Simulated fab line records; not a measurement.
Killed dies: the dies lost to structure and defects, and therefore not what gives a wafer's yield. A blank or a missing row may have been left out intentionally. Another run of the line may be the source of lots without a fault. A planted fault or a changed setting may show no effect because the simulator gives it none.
fab line records | flow n5_finfet | part 2 of 2: steps 5 to 6 of 6
record: lots: 20 wafers: 60 last_day: 20
route steps=1938 shown STI_FIN_REVEAL@211 DUMMY_GATE@214
lots that met no fault: from a run of the same line without faults
start_h: hours from the record's opening day to when the first of the lot's shown wafers began | wait_h: hours elapsed since this lot's preceding step | " repeats the value in the row above | L1.1+2: one row covering several wafers at once | - value missing, or start not given | * or withheld: withheld | < > ~ a bound
route shown NAME@n: NAME is a module with steps in the file, n the number in the route of the first one | usual: mean/standard deviation taken from wafers without a fault | same: alike in all rows | chamber/n: place in a boat | sites: each site's reading | _std_site: the standard deviation of these | _edge_site: inner sites' mean taken away from outer sites' mean | radius_mm: how far each site lies from the wafer's centre | mask NAME#n: copy n | behind: tool/chamber where the wafer was last shaped | hold: what put the lot on hold/how long, in hours/how the hold closed | device: whichever transistor did not switch (one of n, p or np) | end of line: the same wafers' tests at the end of the route | where a step has no rows: the recipe by itself | killed: count of dies lost to structure and defects at first sort (not the wafer's yield) | map: shows each die of a wafer: x if killed, . if not, _ if none is there
set.NAME: the setting that was run; set.NAME@STEP: the one run at that earlier step | model.NAME: the simulator's own value behind a step, which no gauge read
the route's steps for a sample of lots (tables are steps, rows are wafers)
services: the hour from which a tool's chamber was out of use, counted from the record's first day as start_h (under 0 if before that day), plus the number of hours and why
== steps ==
step: N5_DUMMY_GATE_ETCH_37
recipe: chemistry: N2/H2 target: SOC target_depth_a: 600 overetch_a: 300 temp_c: 40 ion_energy_ev: 200 pressure_mtorr: 30 source_w: 840 bias_w: 150 n2_flow_sccm: 200 h2_flow_sccm: 200
usual: chamber_pressure_mTorr: 30.001/0.024 drypump_motor_current_A: 5.8/0.4 oes_product_au: 0.61/0.067 rf_vpp_V: 524.0/2.2 showerhead_plenum_p_Torr: 2.54/0.071 temp_c: 40.02/0.11 throttle_valve_pct: 17.82/0.25
columns lot.wafer tool chamber start_h wait_h chamber_pressure_mTorr drypump_motor_current_A oes_product_au rf_hours_counter_h rf_vpp_V showerhead_plenum_p_Torr temp_c throttle_valve_pct
L074.2 rie_diel-03 1 46.10 0.0 30.042 5.2 0.55 217 526.0 2.61 40.02 18.04
L074.4 " 0 " " 29.963 5.5 0.61 130 521.1 2.45 39.93 18.07
L074.6 " 3 " " 29.992 5.7 0.57 - 526.3 2.63 40.10 17.94
L075.2 rie_diel-04 2 53.47 0.0 29.986 6.0 0.59 186 523.0 2.52 40.08 17.61
L075.5 " 2 " " 30.096 5.9 0.59 - 523.6 2.52 39.95 17.62
L075.6 " 1 " " 30.005 5.4 0.66 - 522.8 2.47 40.11 17.86
L076.2 rie_diel-02 1 61.24 0.0 30.043 6.4 0.59 149 523.6 2.54 39.91 17.61
L076.3 " 3 " " 29.967 5.5 0.56 247 520.8 2.38 40.05 18.00
L076.4 " 3 " " 30.015 5.5 0.56 - 521.0 2.38 40.12 18.00
L079.2 rie_diel-02 0 76.50 0.0 30.003 6.3 0.59 149 523.4 2.53 40.00 17.68
L079.3 " 1 " " 30.009 6.4 0.58 155 524.7 2.54 40.09 17.62
L079.4 " 2 " " 29.959 6.4 0.77 1 526.4 2.60 39.91 17.45
L080.1 rie_diel-03 1 81.52 0.0 30.010 5.2 0.55 227 525.7 2.61 39.97 18.04
L080.3 " 2 " " 30.011 5.7 0.57 201 523.1 2.52 40.09 18.21
L080.4 " 3 " " 30.000 5.7 0.56 213 525.2 2.63 39.99 17.97
L081.3 rie_diel-04 3 90.93 0.0 30.007 6.1 0.73 24 522.2 2.50 40.19 17.61
L081.5 " 3 " " 30.009 6.0 0.73 - 523.8 2.50 40.17 17.63
L081.6 " 2 " " 29.979 6.0 0.58 - 523.4 2.51 39.83 17.63
L082.1 rie_diel-03 2 96.59 0.0 30.000 5.7 0.57 205 523.1 2.52 40.15 18.22
L082.3 " 0 " " 30.021 5.5 0.60 144 519.1 2.45 39.82 18.12
L082.5 " 1 " " 30.008 5.3 0.54 - 527.8 2.61 39.98 18.06
L083.3 rie_diel-03 3 100.40 0.0 29.983 5.7 0.56 219 525.5 2.63 40.00 17.96
L083.4 " 0 " " 29.997 5.5 0.59 146 521.1 2.44 39.92 18.10
L083.5 " 3 " " 30.028 5.7 0.56 - 525.9 2.63 40.08 17.96
L084.2 rie_diel-02 3 107.82 0.0 29.960 5.5 0.74 2 528.9 2.70 39.93 17.49
L084.5 " 1 " " 29.970 6.4 0.58 - 522.9 2.53 40.00 17.64
L084.6 " 2 " " 30.000 6.4 0.72 - 526.5 2.59 39.77 17.45
L085.1 rie_diel-02 2 113.71 0.0 30.032 6.3 0.71 16 525.4 2.59 40.01 17.46
L085.3 " 0 " " 30.016 6.3 0.58 163 523.1 2.53 40.02 17.71
L085.6 " 2 " " 30.012 6.3 0.72 - 525.2 2.59 39.97 17.46
L086.1 rie_diel-02 3 120.37 0.0 29.986 5.5 0.74 7 528.9 2.70 40.04 17.49
L086.5 " 3 " " 30.011 5.5 0.73 - 528.8 2.69 39.83 17.51
L086.6 " 2 " " 29.983 6.4 0.72 - 524.9 2.59 39.90 17.46
L088.1 rie_diel-02 1 131.23 0.0 29.986 6.4 0.57 176 523.3 2.53 40.03 17.64
L088.2 " 3 " " 29.975 5.5 0.72 10 527.9 2.69 40.02 17.52
L088.4 " 2 " " 29.977 6.3 0.71 21 527.4 2.59 39.85 17.46
L089.3 rie_diel-04 1 137.50 0.0 29.962 5.4 0.64 73 521.1 2.46 39.94 17.86
L089.4 " 0 " " 29.990 5.6 0.57 183 523.6 2.55 39.95 18.07
L089.6 " 0 " " 29.984 5.5 0.58 - 524.2 2.55 40.22 18.09
L090.2 rie_diel-02 2 141.61 0.0 29.988 6.3 0.69 24 524.9 2.59 40.04 17.47
L090.4 " 0 " " 29.981 6.3 0.58 171 523.7 2.52 39.98 17.74
L090.5 " 2 " " 30.011 6.3 0.70 - 525.0 2.59 40.02 17.46
L091.3 rie_diel-03 1 148.67 0.0 30.031 5.3 0.53 249 526.0 2.60 39.95 18.09
L091.5 " 1 " " 29.984 5.3 0.54 - 526.7 2.60 39.87 18.09
L091.6 " 2 " " 29.986 5.7 0.56 - 524.1 2.51 39.98 18.24
L092.1 rie_diel-03 3 154.17 0.0 29.992 5.7 0.55 237 525.6 2.62 40.11 18.00
L092.3 " 2 " " 30.043 5.7 0.56 225 522.9 2.51 39.96 18.23
L092.5 " 2 " " 29.994 5.7 0.56 - 522.7 2.51 40.03 18.24
L093.3 rie_diel-04 0 159.51 0.0 30.036 5.5 0.58 189 522.5 2.54 39.92 18.08
L093.4 " 2 " " 29.977 6.0 0.57 214 523.0 2.51 40.11 17.67
L093.6 " 0 " " 30.003 5.5 0.57 - 524.4 2.54 39.96 18.10
L094.1 rie_diel-02 3 170.74 0.0 30.023 5.5 0.70 25 529.2 2.69 40.11 17.54
L094.4 " 3 " " 30.010 5.5 0.70 - 529.4 2.69 40.07 17.56
L094.5 " 2 " " 30.030 6.4 0.69 - 525.8 2.58 39.90 17.49
L095.3 rie_diel-03 1 174.51 0.0 29.961 5.2 0.76 1 525.1 2.60 40.03 17.69
L095.5 " 2 " " 30.013 5.7 0.55 - 522.8 2.50 40.15 18.27
L095.6 " 1 " " 30.017 5.2 0.77 - 527.2 2.60 39.98 17.67
L097.4 rie_diel-02 0 185.20 0.0 30.003 6.3 0.57 187 521.9 2.52 39.90 17.74
L097.5 " 0 " " 30.017 6.3 0.57 - 523.2 2.52 39.91 17.75
L097.6 " 1 " " 30.012 6.4 0.56 - 523.6 2.52 40.11 17.67
step: N5_DUMMY_GATE_ETCH_42
recipe: chemistry: CHF3/O2 target: SiO2 target_depth_a: 35 time_s: 31 ion_energy_ev: 30 bias_w: 12 pressure_mtorr: 30 source_w: 600 Ar_flow_sccm: 200 CHF3_flow_sccm: 50 O2_flow_sccm: 5
usual: chamber_pressure_mTorr: 29.999/0.028 drypump_motor_current_A: 5.9/0.39 oes_product_au: 0.77/0.085 rf_vpp_V: 42.2/1.1 showerhead_plenum_p_Torr: 2.40/0.063 throttle_valve_pct: 18.77/0.23
columns lot.wafer tool chamber start_h wait_h chamber_pressure_mTorr drypump_motor_current_A oes_product_au rf_hours_counter_h rf_vpp_V showerhead_plenum_p_Torr throttle_valve_pct
L074.2 rie_diel-02 0 46.87 0.0 29.988 6.3 0.76 138 43.6 2.39 18.59
L074.4 " 2 " " 29.993 6.3 0.67 247 42.5 2.45 18.83
L074.6 " 3 " " 30.064 5.5 0.69 - 40.6 2.27 18.98
L075.2 rie_diel-02 1 54.35 0.0 29.992 6.4 0.75 147 42.8 2.41 18.61
L075.5 " 2 " " 29.956 6.4 0.67 - 42.0 2.45 18.85
L075.6 " 1 " " 29.982 6.4 0.75 - 42.2 2.41 18.57
L076.2 rie_diel-02 0 62.02 0.0 29.991 6.3 0.75 142 42.2 2.39 18.60
L076.3 " 1 " " 30.063 6.4 0.75 149 43.6 2.41 18.58
L076.4 " 1 " " 29.948 6.4 0.73 - 43.4 2.41 18.60
L079.2 rie_diel-04 1 77.27 0.0 29.996 5.4 0.85 58 41.3 2.35 18.86
L079.3 " 3 " " 29.969 6.1 0.94 19 40.4 2.37 18.54
L079.4 " 2 " " 29.981 6.0 0.73 192 43.4 2.40 18.62
L080.1 rie_diel-03 2 82.29 0.0 30.043 5.7 0.70 201 43.8 2.40 19.18
L080.3 " 3 " " 30.021 5.7 0.70 213 41.0 2.48 18.93
L080.4 " 1 " " 29.984 5.2 0.67 227 42.0 2.48 19.14
L081.3 rie_diel-02 1 91.71 0.0 29.971 6.4 0.74 161 42.5 2.41 18.62
L081.5 " 0 " " 29.927 6.3 0.74 - 41.4 2.38 18.63
L081.6 " 2 " " 30.039 6.3 0.93 - 40.4 2.45 18.39
L082.1 rie_diel-03 3 97.62 0.1 30.038 5.7 0.70 218 41.8 2.48 18.95
L082.3 " 2 " " 30.034 5.7 0.70 206 42.0 2.40 19.20
L082.5 " 2 " " 29.995 5.7 0.70 - 43.6 2.40 19.19
L083.3 rie_diel-02 0 101.29 0.1 30.002 6.3 0.75 159 41.8 2.38 18.64
L083.4 " 1 " " 29.961 6.4 0.74 165 42.8 2.41 18.62
L083.5 " 0 " " 30.006 6.3 0.74 - 42.0 2.38 18.62
L084.2 rie_diel-03 3 108.59 0.0 30.023 5.7 0.69 222 41.2 2.47 18.96
L084.5 " 2 " " 29.976 5.7 0.70 - 42.8 2.40 19.22
L084.6 " 3 " " 29.961 5.7 0.69 - 40.1 2.47 18.96
L085.1 rie_diel-03 0 114.71 0.1 29.998 5.5 0.76 151 42.2 2.32 19.08
L085.3 " 1 " " 29.979 5.2 0.66 239 40.9 2.47 19.14
L085.6 " 1 " " 30.004 5.2 0.66 - 43.1 2.47 19.16
L086.1 rie_diel-04 1 121.36 0.1 29.962 5.4 0.83 67 40.9 2.35 18.88
L086.5 " 1 " " 30.011 5.4 0.84 - 42.2 2.35 18.88
L086.6 " 0 " " 29.975 5.6 0.73 - 42.9 2.38 18.73
L088.1 rie_diel-02 0 132.00 0.0 29.969 6.3 0.73 167 42.6 2.38 18.65
L088.2 " 2 " " 29.981 6.4 0.89 22 42.0 2.44 18.44
L088.4 " 3 " " 30.014 5.6 0.92 10 41.0 2.55 18.55
L089.3 rie_diel-02 0 138.38 0.0 29.997 6.3 0.74 170 43.5 2.38 18.65
L089.4 " 1 " " 30.049 6.4 0.72 179 42.3 2.40 18.62
L089.6 " 2 " " 30.017 6.3 0.89 - 42.1 2.44 18.45
L090.2 rie_diel-04 0 142.38 0.0 29.968 5.5 0.73 185 42.1 2.38 18.75
L090.4 " 2 " " 30.009 6.0 0.71 210 43.4 2.39 18.65
L090.5 " 2 " " 30.023 6.0 0.72 - 42.8 2.39 18.64
L091.3 rie_diel-04 0 149.44 0.0 29.965 5.5 0.73 187 43.2 2.38 18.74
L091.5 " 0 " " 30.013 5.5 0.73 - 42.8 2.38 18.74
L091.6 " 1 " " 30.035 5.4 0.82 - 43.2 2.34 18.88
L092.1 rie_diel-03 2 154.96 0.0 29.984 5.7 0.69 226 43.1 2.39 19.22
L092.3 " 3 " " 30.003 5.7 0.68 237 40.7 2.47 18.98
L092.5 " 0 " " 30.017 5.5 0.74 - 42.1 2.32 19.11
L093.3 rie_diel-02 2 160.34 0.0 30.007 6.4 0.87 29 41.2 2.44 18.44
L093.4 " 0 " " 30.032 6.3 0.73 - 44.6 2.38 18.65
L093.6 " 3 " " 30.018 5.5 0.89 - 41.3 2.55 18.55
L094.1 rie_diel-02 0 171.61 0.1 30.002 6.3 0.72 183 44.6 2.37 18.69
L094.4 " 2 " " 29.967 6.3 0.86 - 42.2 2.44 18.45
L094.5 " 0 " " 29.954 6.3 0.72 - 43.6 2.37 18.68
L095.3 rie_diel-04 2 175.28 0.0 30.004 6.0 0.71 218 42.7 2.39 18.65
L095.5 " 3 " " 29.986 6.1 0.90 - 40.9 2.36 18.59
L095.6 " 0 " " 29.995 5.5 0.71 - 41.8 2.38 18.77
L097.4 rie_diel-04 2 185.97 0.0 30.020 6.0 0.70 221 42.2 2.39 18.66
L097.5 " 2 " " 30.017 6.0 0.71 - 42.3 2.39 18.66
L097.6 " 1 " " 30.036 5.4 0.82 - 40.9 2.34 18.90
== services ==
columns tool chamber start_h hours kind
rie_diel-03 2 20.85 10.1 repair
rie_diel-02 3 25.68 16.5 repair
rie_diel-02 0 30.63 8.5 repair
rie_diel-03 - 50.19 2.2 repair
ald_sin-02 0 52.00 2.5 repair
rie_diel-04 1 54.64 7.7 repair
rie_diel-02 2 56.92 - clean
rie_diel-02 2 56.92 - consumable_replace:focus_ring
rie_diel-02 2 56.92 16.7 scheduled_down
ald_sin-01 1 57.66 43.9 repair
ald_sin-01 3 58.87 6.2 repair
ald_sin-01 3 68.49 8.4 repair
rie_diel-04 2 70.08 5.8 repair
rie_diel-02 3 81.94 4.4 repair
ald_sin-02 - 85.31 14.0 pm
rie_diel-04 - 105.48 12.2 repair
rie_diel-02 0 117.33 3.4 repair
rie_diel-04 3 118.63 9.4 repair
ald_sin-01 1 121.31 1.8 repair
ald_sin-01 3 153.29 4.2 repair
rie_diel-02 1 157.61 19.4 repair
rie_diel-04 - 165.30 1.5 repair
ald_sin-01 0 171.95 2.6 repair
ald_sin-04 - 177.33 14.0 pm
